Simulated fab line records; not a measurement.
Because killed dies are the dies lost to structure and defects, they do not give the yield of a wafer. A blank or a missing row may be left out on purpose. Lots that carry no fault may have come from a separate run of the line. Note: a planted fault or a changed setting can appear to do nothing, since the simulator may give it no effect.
Matching of chambers :: flow n5Finfet :: 4 sister chambers for N5_FIN_SAQP_MANDREL1_REMOVE_56 on rieSi-05
The step chemistry HBr/Cl2/O2, target a-Si, stops on SiNx, bt time 10 s. 18 wafers are shown with their chamber, then 9 later ones without.

WAFERS, EACH WITH ITS CHAMBER
wafer: L076.2
chamber: 1
drypumpMotorCurrentA (A): 4.8
oesProductAu (a.u.): 1.038
mfcCl2Sccm (sccm): 80.03

wafer: L076.3
chamber: 3
drypumpMotorCurrentA (A): 5.9
oesProductAu (a.u.): 1.020
mfcCl2Sccm (sccm): 79.81

wafer: L076.6
chamber: 3
drypumpMotorCurrentA (A): 5.9
oesProductAu (a.u.): 1.025
mfcCl2Sccm (sccm): 79.96

wafer: L081.1
chamber: 2
drypumpMotorCurrentA (A): 5.6
oesProductAu (a.u.): 0.991
mfcCl2Sccm (sccm): 80.21

wafer: L081.3
chamber: 0
drypumpMotorCurrentA (A): 6.2
oesProductAu (a.u.): 0.999
mfcCl2Sccm (sccm): 80.16

wafer: L081.6
chamber: 1
drypumpMotorCurrentA (A): 4.8
oesProductAu (a.u.): 1.035
mfcCl2Sccm (sccm): 79.69

wafer: L082.1
chamber: 0
drypumpMotorCurrentA (A): 6.2
oesProductAu (a.u.): 0.999
mfcCl2Sccm (sccm): 80.06

wafer: L082.3
chamber: 1
drypumpMotorCurrentA (A): 4.8
oesProductAu (a.u.): 1.027
mfcCl2Sccm (sccm): 80.02

wafer: L082.4
chamber: 3
drypumpMotorCurrentA (A): 5.9
oesProductAu (a.u.): 1.022
mfcCl2Sccm (sccm): 80.09

wafer: L086.2
chamber: 3
drypumpMotorCurrentA (A): 5.9
oesProductAu (a.u.): 1.036
mfcCl2Sccm (sccm): 80.15

wafer: L086.3
chamber: 1
drypumpMotorCurrentA (A): 4.8
oesProductAu (a.u.): 1.032
mfcCl2Sccm (sccm): 80.08

wafer: L086.6
chamber: 0
drypumpMotorCurrentA (A): 6.1
oesProductAu (a.u.): 1.009
mfcCl2Sccm (sccm): 80.14

wafer: L087.3
chamber: 3
drypumpMotorCurrentA (A): 5.9
oesProductAu (a.u.): 1.031
mfcCl2Sccm (sccm): 79.94

wafer: L087.5
chamber: 3
drypumpMotorCurrentA (A): 5.9
oesProductAu (a.u.): 1.020
mfcCl2Sccm (sccm): 80.53

wafer: L087.6
chamber: 0
drypumpMotorCurrentA (A): 6.2
oesProductAu (a.u.): 1.006
mfcCl2Sccm (sccm): 80.09

wafer: L090.1
chamber: 2
drypumpMotorCurrentA (A): 5.6
oesProductAu (a.u.): 0.999
mfcCl2Sccm (sccm): 80.15

wafer: L090.3
chamber: 3
drypumpMotorCurrentA (A): 5.9
oesProductAu (a.u.): 1.021
mfcCl2Sccm (sccm): 80.16

wafer: L090.5
chamber: 0
drypumpMotorCurrentA (A): 6.2
oesProductAu (a.u.): 0.994
mfcCl2Sccm (sccm): 79.85

SIGNATURES (averages over the wafers above)
reading: drypumpMotorCurrentA
chamber 0: 6.180
chamber 1: 4.800
chamber 2: 5.600
chamber 3: 5.900
scatter within a chamber: 0.0239

reading: oesProductAu
chamber 0: 1.00140
chamber 1: 1.03300
chamber 2: 0.99500
chamber 3: 1.02500
scatter within a chamber: 0.00583

reading: mfcCl2Sccm
chamber 0: 80.0600
chamber 1: 79.9550
chamber 2: 80.1800
chamber 3: 80.0914
scatter within a chamber: 0.185
Rule: a wafer lies at a distance from a chamber equal to the root of the sum of squares, over the readings, of (its reading less the chamber's mean, divided by the reading's scatter). If the next closest chamber is less than 2 further off than the closest, the wafer can't be placed; otherwise it belongs to the closest. How the scatter is found: for the shown wafers, subtract from each reading the mean of its chamber, square and add these, divide the total by (wafers less chambers), then take the root.

WAFERS WHOSE CHAMBER IS MISSING
wafer: L091.2
drypumpMotorCurrentA (A): 6.2
oesProductAu (a.u.): 1.005
mfcCl2Sccm (sccm): 79.59

wafer: L091.5
drypumpMotorCurrentA (A): 5.6
oesProductAu (a.u.): 0.990
mfcCl2Sccm (sccm): 80.12

wafer: L091.6
drypumpMotorCurrentA (A): 5.9
oesProductAu (a.u.): 1.027
mfcCl2Sccm (sccm): 79.82

wafer: L095.2
drypumpMotorCurrentA (A): 6.2
oesProductAu (a.u.): 1.003
mfcCl2Sccm (sccm): 79.59

wafer: L095.5
drypumpMotorCurrentA (A): 4.8
oesProductAu (a.u.): 1.031
mfcCl2Sccm (sccm): 79.84

wafer: L095.6
drypumpMotorCurrentA (A): 5.9
oesProductAu (a.u.): 1.020
mfcCl2Sccm (sccm): 80.01

wafer: L097.2
drypumpMotorCurrentA (A): 5.6
oesProductAu (a.u.): 0.996
mfcCl2Sccm (sccm): 79.86

wafer: L097.4
drypumpMotorCurrentA (A): 4.8
oesProductAu (a.u.): 1.027
mfcCl2Sccm (sccm): 79.73

wafer: L097.6
drypumpMotorCurrentA (A): 5.9
oesProductAu (a.u.): 1.027
mfcCl2Sccm (sccm): 79.87

WHICH CHAMBER EACH WENT THROUGH
wafer: L091.2
from the rows above: 0
in truth: 0

wafer: L091.5
from the rows above: 2
in truth: 2

wafer: L091.6
from the rows above: 3
in truth: 3

wafer: L095.2
from the rows above: 0
in truth: 0

wafer: L095.5
from the rows above: 1
in truth: 1

wafer: L095.6
from the rows above: 3
in truth: 3

wafer: L097.2
from the rows above: 2
in truth: 2

wafer: L097.4
from the rows above: 1
in truth: 1

wafer: L097.6
from the rows above: 3
in truth: 3
Correctly placed: 9 of 9. From these rows, 0 cannot be placed. 0 placed wrongly.
